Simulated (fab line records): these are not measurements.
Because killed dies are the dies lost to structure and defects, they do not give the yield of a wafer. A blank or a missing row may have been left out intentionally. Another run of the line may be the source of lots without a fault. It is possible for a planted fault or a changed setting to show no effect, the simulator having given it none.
Chamber matching | flow n5_finfet | 4 sister chambers for N5_BEOL_M14_ETCH_59 on rie_diel-01
The step etches BARC in N2/H2, target depth 89 nm, overetch 26.7 nm, time 67.9 s. 4 wafers are shown with their chamber, then 11 later ones without.

## WAFERS WITH THEIR CHAMBER
wafer  | chamber | drypump_motor_current_A (A)
L081.2 | 1       | 6.2
L084.5 | 2       | 4.8
L090.4 | 0       | 5.6
L089.1 | 3       | 5.3

## WAFERS WITH NO CHAMBER GIVEN
wafer  | drypump_motor_current_A (A)
L089.3 | 6.2
L089.5 | 6.2
L093.1 | 6.1
L093.3 | 5.6
L093.5 | 5.3
L094.1 | 5.2
L094.2 | 6.1
L094.5 | 5.6
L092.1 | 6.1
L092.3 | 5.3
L092.6 | 6.2

## CHAMBER TAKEN BY EACH
wafer  | from the rows above | in truth
L089.3 | 1                   | 1
L089.5 | 1                   | 1
L093.1 | 1                   | 1
L093.3 | 0                   | 0
L093.5 | 3                   | 3
L094.1 | 3                   | 3
L094.2 | 1                   | 1
L094.5 | 0                   | 0
L092.1 | 1                   | 1
L092.3 | 3                   | 3
L092.6 | 1                   | 1
11 of 11 placed correctly. From these rows, 0 cannot be placed. 0 placed wrongly.
How it was worked out, from the rows above alone: a wafer's distance from a chamber is the root of the sum, over the readings, of the square of ((its reading less the chamber's mean) divided by the reading's scatter). If the next closest chamber is less than 2 further off than the closest, the wafer can't be placed; otherwise it belongs to the closest. Each chamber's mean is taken over the wafers shown for it. The scatter: with one shown wafer a chamber, the root of the mean of the squares of how far each hidden wafer lies from its nearest shown one.
